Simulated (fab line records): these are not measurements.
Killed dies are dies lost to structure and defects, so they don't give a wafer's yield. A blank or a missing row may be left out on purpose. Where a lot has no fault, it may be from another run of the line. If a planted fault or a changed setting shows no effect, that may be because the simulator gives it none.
fab line records	flow n5_finfet
record: lots: 8	wafers: 24	last_day: 19
route steps=1938 shown BEOL_M11@1571 PASSIVATION@1936
lots untouched by any fault: they come from a run of this same line in which no faults occurred
start_h: hours from the record's first day to the start of the lot's first wafer shown	wait_h: time in hours since the lot's previous step	" identical to the entry in the row above	L1.1+2: a row that stands for several wafers	- either no value or no given start	* or withheld: withheld	< > ~ a bound
route shown NAME@n: NAME is a module with steps in the file, n the number in the route of the first one	usual: mean and standard deviation over wafers with no fault	same: alike in all rows	chamber/n: place in a boat	sites: the reading at each site	_std_site: the standard deviation of these	_edge_site: inner sites' mean taken away from outer sites' mean	radius_mm: how far each site lies from the wafer's centre	mask NAME#n: copy n	behind: the most recent tool/chamber to have shaped the wafer	hold: why the lot went on hold/how many hours it stayed there/how the hold came to an end	device: the n, p or np transistor that did not switch	end of line: the route-end tests of the same wafers	step lacking rows: just its recipe	killed: dies that structure and defects cost at the first sort, which is not the same as the wafer's yield	map: shows each die of a wafer: x if killed, . if not, _ if none is there
set.NAME: the setting that was run; set.NAME@STEP: the one run at that earlier step	model.NAME: the simulator's own value behind a step, which no gauge read
the route's steps for a sample of lots (tables are steps, rows are wafers)
services: the hour from which a tool's chamber was out of use, counted from the record's first day as start_h (under 0 if before that day), plus the number of hours and why
== steps ==
step: N5_BEOL_M11_DESCUM_33
recipe: chemistry: O2	time_s: 7.9	source_power_w: 50	bias_power_w: 20	pressure_mtorr: 20	rf_frequency_hz: 2.712e+07	temp_c: 40	resist: CAR-ArF	o2_flow_sccm: 225
usual: drypump_motor_current_A: 5.7/0.56	oes_product_au: 0.78/0.063	rf_fwd_power_W: 49.37/0.25	rf_vpp_V: 243.2/1.1	showerhead_plenum_p_Torr: 2.10/0.053	throttle_valve_pct: 20.44/0.28
lot.wafer	tool	chamber	start_h	wait_h	drypump_motor_current_A	oes_product_au	rf_fwd_power_W	rf_hours_counter_h	rf_vpp_V	showerhead_plenum_p_Torr	throttle_valve_pct
L934.2	rie_diel-06	0	263.50	0.0	6.6	0.87	49.02	56	242.8	2.12	19.82
L934.4	"	1	"	"	5.2	0.88	49.30	35	244.3	2.13	20.51
L934.5	"	1	"	"	5.2	0.88	49.49	-	243.7	2.13	20.52
L937.1	rie_diel-06	1	272.58	0.0	5.2	0.87	49.57	38	244.5	2.13	20.52
L937.2	"	2	"	"	6.0	0.73	49.21	183	244.9	2.15	20.25
L937.6	"	1	"	"	5.2	0.87	49.58	-	243.4	2.13	20.51
L938.1	rie_diel-06	2	286.20	1.3	6.0	0.72	49.42	187	243.6	2.15	20.28
L938.4	"	1	"	"	5.1	0.87	49.73	43	243.1	2.13	20.52
L938.5	"	3	"	"	6.0	0.74	49.73	-	242.6	2.10	20.51
L942.2	rie_diel-01	1	320.29	0.0	5.8	0.68	49.23	234	241.9	1.99	20.70
L942.3	"	3	"	"	6.3	0.81	49.38	84	241.8	2.04	20.19
L942.4	"	2	"	"	5.9	0.75	49.07	144	244.7	2.20	20.61
L944.4	rie_diel-06	0	320.65	0.2	6.6	0.85	48.90	76	244.9	2.11	19.86
L944.5	"	0	"	"	6.6	0.85	49.09	-	241.6	2.11	19.87
L944.6	"	3	"	"	6.0	0.73	49.59	-	244.4	2.10	20.53
L943.1	rie_diel-06	1	329.53	0.0	5.2	0.85	49.62	59	243.7	2.13	20.54
L943.4	"	2	"	"	6.0	0.71	49.54	201	244.3	2.15	20.29
L943.5	"	0	"	"	6.6	0.84	49.22	-	243.8	2.11	19.87
L951.1	rie_diel-03	3	373.58	0.7	4.7	0.72	49.64	179	241.8	2.00	20.59
L951.3	"	0	"	"	5.5	0.86	49.22	63	243.7	2.12	20.33
L951.5	"	1	"	"	5.0	0.77	49.61	-	240.8	2.01	20.80
L954.1	rie_diel-06	1	399.79	0.0	5.2	0.82	49.36	81	241.8	2.12	20.58
L954.4	"	2	"	"	6.0	0.70	49.41	224	243.1	2.14	20.33
L954.5	"	1	"	"	5.2	0.81	49.58	-	243.3	2.12	20.59
step: N5_BEOL_M11_TRENCH_ETCH_37
recipe: chemistry: C4F6/O2	target_depth_a: 1488.3	target: SiCOH_lowk	time_s: 48	ion_energy_ev: 250	pressure_mtorr: 30	source_w: 345	bias_w: 185	Ar_flow_sccm: 300	C4F6_flow_sccm: 10	O2_flow_sccm: 10
usual: drypump_motor_current_A: 5.7/0.56	oes_f_703_au: 0.78/0.07	oes_o_777_au: 0.78/0.067	oes_product_au: 0.78/0.066	rf_fwd_power_W: 341.2/1.3	rf_vpp_V: 669/9.1	showerhead_plenum_p_Torr: 2.85/0.081	throttle_valve_pct: 20.92/0.28
lot.wafer	tool	chamber	start_h	wait_h	drypump_motor_current_A	oes_f_703_au	oes_o_777_au	oes_product_au	rf_fwd_power_W	rf_hours_counter_h	rf_vpp_V	showerhead_plenum_p_Torr	throttle_valve_pct
L934.2	rie_diel-06	0	263.81	-	6.7	0.86	0.86	0.87	340.5	56	664	2.88	20.34
L934.4	"	1	"	"	5.2	0.91	0.91	0.88	342.8	36	653	2.92	21.18
L934.5	"	1	"	"	5.2	0.91	0.91	0.89	341.5	-	652	2.92	21.19
L937.1	rie_diel-06	1	272.89	-	5.2	0.92	0.91	0.89	342.6	38	654	2.92	21.20
L937.2	"	2	"	"	6.0	0.69	0.68	0.72	341.7	183	676	2.98	21.07
L937.6	"	1	"	"	5.2	0.92	0.91	0.89	343.7	-	654	2.92	21.19
L938.1	rie_diel-06	2	286.51	-	6.0	0.69	0.68	0.71	340.6	187	676	2.97	21.06
L938.4	"	1	"	"	5.2	0.90	0.90	0.87	342.9	43	655	2.92	21.20
L938.5	"	3	"	"	6.0	0.74	0.75	0.72	342.7	-	676	2.82	20.83
L942.2	rie_diel-01	1	320.60	-	5.8	0.70	0.72	0.69	340.1	234	665	2.71	21.19
L942.3	"	3	"	"	6.2	0.82	0.82	0.82	341.1	84	672	2.75	20.56
L942.4	"	2	"	"	5.9	0.74	0.74	0.75	340.8	144	675	2.96	21.02
L944.4	rie_diel-06	0	320.96	-	6.6	1.07	1.03	0.89	423.3	76	594	2.87	20.37
L944.5	"	0	"	"	6.6	1.07	1.03	0.90	421.6	-	596	2.87	20.38
L944.6	"	3	"	"	6.0	0.94	0.92	0.76	424.0	-	606	2.82	20.83
L943.1	rie_diel-06	1	329.84	-	5.2	1.14	1.10	0.89	425.6	59	587	2.91	21.25
L943.4	"	2	"	"	6.0	0.88	0.84	0.74	424.2	201	605	2.97	21.10
L943.5	"	0	"	"	6.6	1.06	1.02	0.89	424.1	-	593	2.87	20.38
L951.1	rie_diel-03	3	373.89	-	4.7	0.74	0.75	0.73	342.8	179	659	2.73	21.05
L951.3	"	0	"	"	5.5	0.82	0.80	0.83	342.2	63	682	2.88	20.83
L951.5	"	1	"	"	5.0	0.76	0.77	0.78	342.5	-	672	2.73	21.21
L954.1	rie_diel-06	1	400.11	-	5.2	0.86	0.85	0.82	341.6	81	653	2.90	21.27
L954.4	"	2	"	"	6.0	0.67	0.66	0.69	340.6	224	674	2.96	21.12
L954.5	"	1	"	"	5.2	0.86	0.85	0.82	343.0	-	652	2.90	21.26
step: N5_BEOL_M11_ETCH_41
recipe: chemistry: CH3F/O2	target: SiCN	target_depth_a: 426	taper_deg: 2	time_s: 86	ion_energy_ev: 120	mask_material: TiN	pressure_mtorr: 30	source_w: 395	bias_w: 75	Ar_flow_sccm: 150	CH3F_flow_sccm: 30	O2_flow_sccm: 20
usual: CH3F_flow_sccm: 30.01/0.093	drypump_motor_current_A: 5.7/0.56	oes_product_au: 0.78/0.067	rf_fwd_power_W: 392.2/1.6	rf_vpp_V: 297.5/1.4	showerhead_plenum_p_Torr: 2.00/0.058	throttle_valve_pct: 16.31/0.26
lot.wafer	tool	chamber	start_h	wait_h	CH3F_flow_sccm	drypump_motor_current_A	oes_product_au	rf_fwd_power_W	rf_hours_counter_h	rf_vpp_V	showerhead_plenum_p_Torr	throttle_valve_pct
L934.2	rie_diel-06	0	-	-	29.93	6.6	0.87	391.1	56	298.9	2.02	15.76
L934.4	"	1	"	"	29.84	5.2	0.89	393.6	36	296.9	2.06	16.47
L934.5	"	1	"	"	29.92	5.2	0.89	392.7	-	299.5	2.06	16.47
L937.1	rie_diel-06	1	-	-	29.90	5.2	0.88	392.9	38	299.0	2.06	16.49
L937.2	"	2	"	"	29.76	6.0	0.72	393.1	183	299.9	2.09	16.42
L937.6	"	1	"	"	29.89	5.2	0.90	392.3	-	297.1	2.06	16.46
L938.1	rie_diel-06	2	-	-	29.96	5.9	0.71	391.8	187	298.3	2.09	16.44
L938.4	"	1	"	"	30.14	5.2	0.88	391.5	43	300.1	2.06	16.49
L938.5	"	3	"	"	29.93	6.0	0.72	392.2	-	296.7	1.99	16.28
L942.2	rie_diel-01	1	-	-	29.99	5.8	0.69	391.2	234	297.4	1.90	16.59
L942.3	"	3	"	"	30.04	6.3	0.82	392.8	84	295.9	1.93	16.00
L942.4	"	2	"	"	29.86	5.9	0.74	391.2	144	299.8	2.09	16.44
L944.4	rie_diel-06	0	-	-	29.92	6.6	0.85	392.7	76	297.3	2.02	15.78
L944.5	"	0	"	"	29.98	6.6	0.85	391.5	-	298.1	2.02	15.78
L944.6	"	3	"	"	30.12	5.9	0.72	392.2	-	296.4	1.98	16.29
L943.1	rie_diel-06	1	-	-	29.94	5.2	0.85	390.8	59	298.7	2.05	16.53
L943.4	"	2	"	"	30.03	5.9	0.71	393.7	201	297.9	2.08	16.46
L943.5	"	0	"	"	30.13	6.6	0.84	390.1	-	298.7	2.02	15.78
L951.1	rie_diel-03	3	-	-	30.08	4.7	0.72	393.2	179	296.2	1.91	16.45
L951.3	"	0	"	"	29.95	5.5	0.84	390.3	63	299.0	2.02	16.21
L951.5	"	1	"	"	29.98	5.0	0.78	395.2	-	295.5	1.91	16.58
L954.1	rie_diel-06	1	-	-	30.04	5.2	0.83	393.5	81	297.2	2.04	16.56
L954.4	"	2	"	"	30.19	5.9	0.69	390.1	224	299.5	2.07	16.49
L954.5	"	1	"	"	30.06	5.2	0.82	393.0	-	297.6	2.04	16.55
step: N5_BEOL_M11_OCD_MEAS_38
usual: trench_depth_nm: 148/3.1
lot.wafer	tool	chamber	start_h	wait_h	trench_depth_nm
L934.2	ocd-02	-	264.00	-	147
L934.4	"	-	"	"	153
L934.5	"	-	"	"	153
L937.1	ocd-02	-	273.07	-	154
L937.2	"	-	"	"	146
L937.6	"	-	"	"	154
L938.1	ocd-01	-	286.70	-	144
L938.4	"	-	"	"	152
L938.5	"	-	"	"	144
L942.2	ocd-01	-	320.78	-	149
L942.3	"	-	"	"	150
L942.4	"	-	"	"	147
L944.4	ocd-01	-	321.14	-	161
L944.5	"	-	"	"	163
L944.6	"	-	"	"	157
L943.1	ocd-02	-	330.03	-	165
L943.4	"	-	"	"	156
L943.5	"	-	"	"	161
L951.1	ocd-02	-	374.07	-	149
L951.3	"	-	"	"	148
L951.5	"	-	"	"	153
L954.1	ocd-01	-	400.29	-	151
L954.4	"	-	"	"	144
L954.5	"	-	"	"	151
step: N5_BEOL_M11_DEGAS_44
recipe: ambient: vacuum	temp_c: 250	time_s: 60
usual: heater_power_w: 337/33
lot.wafer	tool	chamber	start_h	wait_h	heater_power_w
L934.2	pvd_sputter-03	-	264.71	0.4	365
L934.4	"	-	"	"	290
L934.5	"	-	"	"	371
L937.1	pvd_sputter-01	-	273.76	0.3	283
L937.2	"	-	"	"	327
L937.6	"	-	"	"	336
L938.1	pvd_sputter-01	-	287.46	0.5	333
L938.4	"	-	"	"	351
L938.5	"	-	"	"	283
L942.2	pvd_sputter-03	-	321.67	0.4	296
L942.3	"	-	"	"	376
L942.4	"	-	"	"	317
L944.4	pvd_sputter-03	-	322.03	0.4	378
L944.5	"	-	"	"	321
L944.6	"	-	"	"	369
L943.1	pvd_sputter-03	-	330.78	0.5	290
L943.4	"	-	"	"	320
L943.5	"	-	"	"	379
L951.1	pvd_sputter-03	-	374.99	0.6	312
L951.3	"	-	"	"	287
L951.5	"	-	"	"	363
L954.1	pvd_sputter-03	-	400.85	0.3	372
L954.4	"	-	"	"	287
L954.5	"	-	"	"	383
step: N5_BEOL_M11_THK_MEAS_53
recipe: thk_meas_gauge: xrf	reads: Cu_of_BEOL_M11_ECD_50
usual: M11_THK: 139/3.2
lot.wafer	tool	chamber	start_h	wait_h	M11_THK[nm]
L934.2	film_metro-01	-	266.42	-	139
L934.4	"	-	"	"	146
L934.5	"	-	"	"	145
L937.1	film_metro-01	-	275.58	-	146
L937.2	"	-	"	"	135
L937.6	"	-	"	"	144
L938.1	film_metro-01	-	289.64	-	134
L938.4	"	-	"	"	142
L938.5	"	-	"	"	135
L942.2	film_metro-02	-	323.39	-	140
L942.3	"	-	"	"	138
L942.4	"	-	"	"	137
L944.4	film_metro-02	-	323.62	-	153
L944.5	"	-	"	"	152
L944.6	"	-	"	"	149
L943.1	film_metro-02	-	332.55	-	156
L943.4	"	-	"	"	147
L943.5	"	-	"	"	149
L951.1	film_metro-01	-	378.00	-	140
L951.3	"	-	"	"	141
L951.5	"	-	"	"	146
L954.1	film_metro-02	-	402.53	-	141
L954.4	"	-	"	"	136
L954.5	"	-	"	"	142
step: N5_BEOL_M11_RS_MEAS_57
recipe: thk_meas_gauge: four-point-probe	reads: Cu_of_BEOL_M11_ECD_50+Co_of_BEOL_M11_CVD_75+TaN_of_BEOL_M11_ALD_74
usual: M11_RS: 0.153/0.0038
lot.wafer	tool	chamber	start_h	wait_h	M11_RS[ohm/sq]
L934.2	film_metro-01	-	266.55	0.0	0.154
L934.4	"	-	"	"	0.145
L934.5	"	-	"	"	0.146
L937.1	film_metro-02	-	275.71	0.0	0.144
L937.2	"	-	"	"	0.156
L937.6	"	-	"	"	0.147
L938.1	film_metro-02	-	289.77	0.0	0.157
L938.4	"	-	"	"	0.148
L938.5	"	-	"	"	0.156
L942.2	film_metro-01	-	323.51	0.0	0.149
L942.3	"	-	"	"	0.151
L942.4	"	-	"	"	0.154
L944.4	film_metro-02	-	323.74	0.0	0.137
L944.5	"	-	"	"	0.138
L944.6	"	-	"	"	0.142
L943.1	film_metro-02	-	332.67	0.0	0.134
L943.4	"	-	"	"	0.143
L943.5	"	-	"	"	0.141
L951.1	film_metro-01	-	378.13	0.0	0.151
L951.3	"	-	"	"	0.151
L951.5	"	-	"	"	0.144
L954.1	film_metro-02	-	402.66	0.0	0.150
L954.4	"	-	"	"	0.156
L954.5	"	-	"	"	0.148
step: N5_PASSIVATION_PROBE_49
usual: defect_limited_yield: 91.6/1.4	killed_at_M0_to_M3: 35/10	killed_at_M4_up: 13/4.8	killed_at_contacts: 12/7.2	killed_at_front_end: 36/12	killed_at_other: 4/3.1	killed_dies: 100/17	killed_open: 66/13	killed_short: 32/7.3	sort_bin_4_leakage: 0.00/0.0099	sort_bin_5_function: 5.0/0.94	sort_bin_6_memory: 3.1/0.67	sort_bin_8_speed: 0.01/0.047	sort_n_pass: 1080/17	sort_yield_pct: 91.6/1.4
same: gross_dies: 1180	killed_at_back_side: 0
lot.wafer	tool	chamber	start_h	wait_h	defect_limited_yield[%]	killed_at_M0_to_M3	killed_at_M4_up	killed_at_contacts	killed_at_front_end	killed_at_other	killed_dies	killed_open	killed_short	sort_bin_4_leakage[%]	sort_bin_5_function[%]	sort_bin_6_memory[%]	sort_bin_8_speed[%]	sort_n_pass	sort_yield_pct[%]
L934.2	prober-02	-	311.78	0.1	91.5	43	11	20	24	2	100	64	36	0	4.5	3.4	0	1080	91.5
L934.4	prober-02	-	311.88	0.2	90.9	47	14	8	35	3	107	69	38	0.08	5.3	3.7	0	1072	90.8
L934.5	prober-02	-	311.93	0.2	89.5	60	16	15	31	2	124	69	51	0	6.3	3.7	0	1056	89.5
L942.2	prober-02	-	375.75	0.1	94.4	28	10	10	17	1	66	48	18	0	2.8	2.7	0	1114	94.4
L942.3	prober-02	-	375.80	0.1	96.0	18	4	9	13	3	47	35	12	0	2.5	1.4	0	1133	96.0
L942.4	prober-02	-	375.85	0.2	93.3	32	11	15	21	0	79	58	21	0	3.6	2.7	0	1101	93.3
L944.4	prober-02	-	376.90	0.2	91.6	44	12	7	23	13	99	67	32	0	4.7	3.3	0	1081	91.6
L944.5	prober-02	-	376.95	0.2	92.1	36	17	9	24	7	93	61	32	0	4.3	3.6	0	1087	92.1
L944.6	prober-02	-	377.00	0.3	90.2	38	17	10	41	10	116	78	38	0	6.0	3.6	0	1064	90.2
L943.1	prober-01	-	389.60	0.0	91.5	37	7	13	39	4	100	61	39	0	4.6	3.6	0	1080	91.5
L943.4	prober-01	-	389.75	0.2	91.2	31	7	8	52	6	104	68	36	0	5.3	3.2	0	1076	91.2
L943.5	prober-01	-	389.80	0.2	92.0	30	25	12	26	1	94	65	29	0	5.0	2.9	0.17	1084	91.9
L951.1	prober-02	-	427.98	0.0	92.2	28	12	5	44	3	92	61	30	0	5.2	2.0	0	1088	92.2
L951.3	prober-02	-	428.08	0.1	92.0	37	16	13	25	3	94	61	33	0	4.9	2.7	0	1086	92.0
L951.5	prober-02	-	428.18	0.2	91.1	23	20	4	56	2	105	80	25	0	5.7	3.1	0	1075	91.1
L954.1	prober-02	-	443.70	0.0	91.6	27	12	11	46	3	99	66	33	0	5.8	2.5	0	1081	91.6
L954.4	prober-02	-	443.85	0.2	87.4	38	26	17	63	5	149	95	54	0	7.2	5.0	0	1031	87.4
L954.5	prober-02	-	443.90	0.2	89.7	46	18	8	46	4	122	84	35	0	6.5	3.6	0	1058	89.7
killed by level:class
L934.2 MOL_CONTACT_COAG:geometric_particle:open=15 BEOL_M0_SAQP:geometric_particle:short=10 BEOL_M0_SAQP:geometric_particle:open=7 BEOL_M1:geometric_particle:open=7 BEOL_M2:geometric_particle:short=6 MOL_CONTACT_COAG:geometric_particle:short=5 BEOL_M3:geometric_particle:open=5 STARTING-WAFER:geometric_particle:open=5
L934.4 BEOL_M0_SAQP:geometric_particle:open=10 BEOL_M0_SAQP:geometric_particle:short=10 BEOL_M1:geometric_particle:open=9 FIN_SAQP:geometric_particle:open=8 MOL_CONTACT_COAG:geometric_particle:open=8 BEOL_M4:geometric_particle:open=7 FIN_SAQP:geometric_particle:short=6 BEOL_M2:geometric_particle:open=6
L934.5 FIN_SAQP:geometric_particle:short=18 BEOL_M2:geometric_particle:open=14 BEOL_M0_SAQP:geometric_particle:short=13 MOL_CONTACT_COAG:geometric_particle:open=13 BEOL_M3:geometric_particle:open=10 BEOL_M0_SAQP:geometric_particle:open=8 BEOL_M2:geometric_particle:short=7 FIN_SAQP:geometric_particle:open=5
L942.2 MOL_CONTACT_COAG:geometric_particle:open=8 BEOL_M1:geometric_particle:open=8 BEOL_M3:geometric_particle:open=8 STI_FIN_REVEAL:geometric_particle:open=5 BEOL_M2:geometric_particle:open=4 ILD0:geometric_particle:short=3 BEOL_M0_SAQP:geometric_particle:short=3 BEOL_M4:geometric_particle:open=3
L942.3 MOL_CONTACT_COAG:geometric_particle:open=6 BEOL_M1:geometric_particle:open=6 BEOL_M0_SAQP:geometric_particle:open=4 BEOL_M2:geometric_particle:open=4 SPACER0:geometric_particle:open=3 MOL_CONTACT_COAG:geometric_particle:short=3 FIN_SAQP:geometric_particle:open=2 FIN_SAQP:geometric_particle:short=2
L942.4 MOL_CONTACT_COAG:geometric_particle:open=13 BEOL_M2:geometric_particle:open=8 BEOL_M0:geometric_particle:open=5 BEOL_M1:geometric_particle:open=5 FIN_SAQP:geometric_particle:short=4 DUMMY_GATE:geometric_particle:open=4 BEOL_M0_SAQP:geometric_particle:open=4 BEOL_M1:geometric_particle:short=4
L944.4 BEOL_M0_SAQP:geometric_particle:open=10 BEOL_M3:geometric_particle:open=9 FIN_SAQP:geometric_particle:open=8 BEOL_M2:geometric_particle:open=6 MIM_TOP_ETCH:geometric_particle:open=6 BEOL_M3:geometric_particle:short=5 MOL_CONTACT_COAG:geometric_particle:open=4 BEOL_M0_SAQP:geometric_particle:short=4
L944.5 BEOL_M2:geometric_particle:open=9 BEOL_M3:geometric_particle:open=8 MOL_CONTACT_COAG:geometric_particle:open=7 FIN_SAQP:geometric_particle:open=6 GATE_CUT:geometric_particle:short=5 BEOL_M0_SAQP:geometric_particle:open=5 BEOL_M4:geometric_particle:short=5 BEOL_M5:geometric_particle:open=5
L944.6 FIN_SAQP:geometric_particle:open=13 MOL_CONTACT_COAG:geometric_particle:open=8 BEOL_M3:geometric_particle:open=8 BEOL_M0_SAQP:geometric_particle:short=7 BEOL_M0_SAQP:geometric_particle:open=7 FIN_SAQP:geometric_particle:short=6 STI_FIN_REVEAL:geometric_particle:open=6 BEOL_M5:geometric_particle:open=6
L943.1 BEOL_M0_SAQP:geometric_particle:open=9 BEOL_M0_SAQP:geometric_particle:short=9 FIN_SAQP:geometric_particle:short=8 MOL_CONTACT_COAG:geometric_particle:open=8 BEOL_M1:geometric_particle:open=8 FIN_SAQP:geometric_particle:open=7 STI_FIN_REVEAL:geometric_particle:open=7 MOL_CONTACT_COAG:geometric_particle:short=5
L943.4 STI_FIN_REVEAL:geometric_particle:open=16 DUMMY_GATE:geometric_particle:open=9 BEOL_M1:geometric_particle:open=9 MOL_CONTACT_COAG:geometric_particle:open=8 BEOL_M0_SAQP:geometric_particle:short=7 FIN_SAQP:geometric_particle:short=5 FIN_SAQP:geometric_particle:open=5 STI_FIN_REVEAL:geometric_particle:short=3
L943.5 BEOL_M1:geometric_particle:open=11 MOL_CONTACT_COAG:geometric_particle:open=9 BEOL_M4:geometric_particle:open=9 DUMMY_GATE:geometric_particle:open=6 FIN_SAQP:geometric_particle:open=5 BEOL_M0_SAQP:geometric_particle:short=5 BEOL_M2:geometric_particle:open=5 FIN_SAQP:geometric_particle:short=4
L951.1 BEOL_M2:geometric_particle:open=12 STI_FIN_REVEAL:geometric_particle:open=10 GATE_CUT:geometric_particle:short=8 BEOL_M0_SAQP:geometric_particle:open=6 DUMMY_GATE:geometric_particle:open=5 FIN_SAQP:geometric_particle:short=4 MOL_CONTACT_COAG:geometric_particle:open=4 GATE_CUT:geometric_particle:open=4
L951.3 BEOL_M2:geometric_particle:open=10 MOL_CONTACT_COAG:geometric_particle:open=9 STI_FIN_REVEAL:geometric_particle:open=7 BEOL_M0_SAQP:geometric_particle:open=7 GATE_CUT:geometric_particle:short=5 BEOL_M4:geometric_particle:open=5 MOL_CONTACT_COAG:geometric_particle:short=4 BEOL_M0_SAQP:geometric_particle:short=4
L951.5 STI_FIN_REVEAL:geometric_particle:open=23 BEOL_M4:geometric_particle:open=12 FIN_SAQP:geometric_particle:open=11 BEOL_M0_SAQP:geometric_particle:open=7 STI_FIN_REVEAL:geometric_particle:short=5 GATE_CUT:geometric_particle:short=4 BEOL_M0_SAQP:geometric_particle:short=4 BEOL_M2:geometric_particle:open=4
L954.1 FIN_SAQP:geometric_particle:short=14 MOL_CONTACT_COAG:geometric_particle:open=11 FIN_SAQP:geometric_particle:open=7 GATE_CUT:geometric_particle:short=7 STI_FIN_REVEAL:geometric_particle:open=6 BEOL_M0_SAQP:geometric_particle:open=6 BEOL_M1:geometric_particle:open=6 BEOL_M2:geometric_particle:open=6
L954.4 BEOL_M4:geometric_particle:open=16 MOL_CONTACT_COAG:geometric_particle:open=13 STI_FIN_REVEAL:geometric_particle:open=12 BEOL_M0_SAQP:geometric_particle:short=11 FIN_SAQP:geometric_particle:short=10 FIN_SAQP:geometric_particle:open=8 BEOL_M2:geometric_particle:open=7 STI_FIN_REVEAL:geometric_particle:short=6
L954.5 BEOL_M1:geometric_particle:open=17 BEOL_M4:geometric_particle:open=9 FIN_SAQP:geometric_particle:short=7 BEOL_M0_SAQP:geometric_particle:open=7 BEOL_M3:geometric_particle:open=7 BEOL_M1:geometric_particle:short=7 FIN_SAQP:geometric_particle:open=5 STI_FIN_REVEAL:geometric_particle:open=5
== services ==
tool	chamber	start_h	hours	kind
rie_diel-03	2	257.70	2.6	repair
pvd_sputter-01	-	272.01	0.5	repair
rie_diel-03	-	281.46	14.6	pm
rie_diel-03	0	348.81	7.2	repair
pvd_sputter-03	-	378.12	2.5	repair
rie_diel-01	1	381.93	-	clean
rie_diel-01	1	381.93	-	consumable_replace:focus_ring
rie_diel-01	1	381.93	-	consumable_replace:showerhead
rie_diel-01	1	381.93	34.8	scheduled_down
rie_diel-01	1	381.93	34.8	vent_cycle
rie_diel-06	3	390.17	4.9	repair
== key ==
first_sign: step: N5_BEOL_M11_TRENCH_ETCH_37	reading: rf_fwd_power_W	direction: up	sigmas: 63	usual: *	struck: *
effect: step: N5_BEOL_M11_TRENCH_ETCH_37	reading: rf_vpp_V	direction: down	sigmas: 7.9	usual: 669	struck: 597
effect: step: N5_BEOL_M11_OCD_MEAS_38	reading: trench_depth_nm	direction: up	sigmas: 4.1	usual: 148	struck: 161
effect: step: N5_BEOL_M11_THK_MEAS_53	reading: M11_THK	direction: up	sigmas: 3.7	usual: 139	struck: 151
effect: step: N5_BEOL_M11_RS_MEAS_57	reading: M11_RS	direction: down	sigmas: 3.6	usual: 0.153	struck: 0.139
met_at N5_BEOL_M11_TRENCH_ETCH_37
struck_lots L943,L944
not_acting_at N5_BEOL_M11_DESCUM_33,N5_BEOL_M11_ETCH_41,N5_BEOL_M11_DEGAS_44
onset_between 286.51 320.96
fault: kind: process_parameter_drift	tool: rie_diel-06	chamber: -	onset_h: 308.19	steps: N5_BEOL_M11_TRENCH_ETCH_37	channel: source_w	offset: 82.8	shape: step	end_h: 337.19	acts_in: these_recipes_only	stated: 345
